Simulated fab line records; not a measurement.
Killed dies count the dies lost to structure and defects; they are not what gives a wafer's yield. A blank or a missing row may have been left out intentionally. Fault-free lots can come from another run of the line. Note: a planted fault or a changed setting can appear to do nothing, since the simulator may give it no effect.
Matching of chambers / flow nand harc / NHARC_A_CHANNEL_HOLE_D1_ETCH_39 on rie diel-08: 4 sister chambers
The step etches the open film in N2/H2, target depth 260 nm, time 325 s. 8 wafers are shown with their chamber, then 8 later ones without.

## WAFERS WITH THEIR CHAMBER
wafer=L248.1; chamber=1; run length s (s)=346.7; rf vpp V (V)=434.0
wafer=L248.5; chamber=0; run length s (s)=346.2; rf vpp V (V)=435.5
wafer=L255.5; chamber=3; run length s (s)=346.6; rf vpp V (V)=427.0
wafer=L257.3; chamber=1; run length s (s)=346.8; rf vpp V (V)=435.8
wafer=L262.1; chamber=0; run length s (s)=346.0; rf vpp V (V)=432.5
wafer=L262.3; chamber=3; run length s (s)=346.1; rf vpp V (V)=425.6
wafer=L262.4; chamber=2; run length s (s)=345.4; rf vpp V (V)=430.3
wafer=L263.1; chamber=2; run length s (s)=345.3; rf vpp V (V)=430.2

## WAFERS WITH NO CHAMBER GIVEN
wafer=L263.4; run length s (s)=346.1; rf vpp V (V)=431.2
wafer=L263.5; run length s (s)=346.2; rf vpp V (V)=425.6
wafer=L264.2; run length s (s)=346.1; rf vpp V (V)=433.7
wafer=L264.3; run length s (s)=346.5; rf vpp V (V)=433.1
wafer=L264.5; run length s (s)=346.2; rf vpp V (V)=426.9
wafer=L265.2; run length s (s)=346.6; rf vpp V (V)=432.9
wafer=L265.4; run length s (s)=346.4; rf vpp V (V)=426.6
wafer=L265.5; run length s (s)=345.2; rf vpp V (V)=429.6

## EACH ONE'S CHAMBER
wafer=L263.4; from the rows above=can't be placed: 0 or 2 or 3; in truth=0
wafer=L263.5; from the rows above=3; in truth=3
wafer=L264.2; from the rows above=0; in truth=0
wafer=L264.3; from the rows above=can't be placed: 1 or 0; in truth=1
wafer=L264.5; from the rows above=3; in truth=3
wafer=L265.2; from the rows above=can't be placed: 1 or 0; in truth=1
wafer=L265.4; from the rows above=3; in truth=3
wafer=L265.5; from the rows above=2; in truth=2
Correct placement for 5 of the 8. Can't be placed from these rows: 3 (the true chamber is among the candidates in 3). 0 placed wrongly.
How it was worked out, from the rows above alone: a wafer's distance from a chamber is the root of the sum, over the readings, of the square of ((its reading less the chamber's mean) divided by the reading's scatter). The wafer belongs to the nearest chamber; if the next one is less than 2 further off, it can't be placed. Each chamber's mean is taken over the wafers shown for it. How the scatter is found: for the shown wafers, subtract from each reading the mean of its chamber, square and add these, divide the total by (wafers less chambers), then take the root.
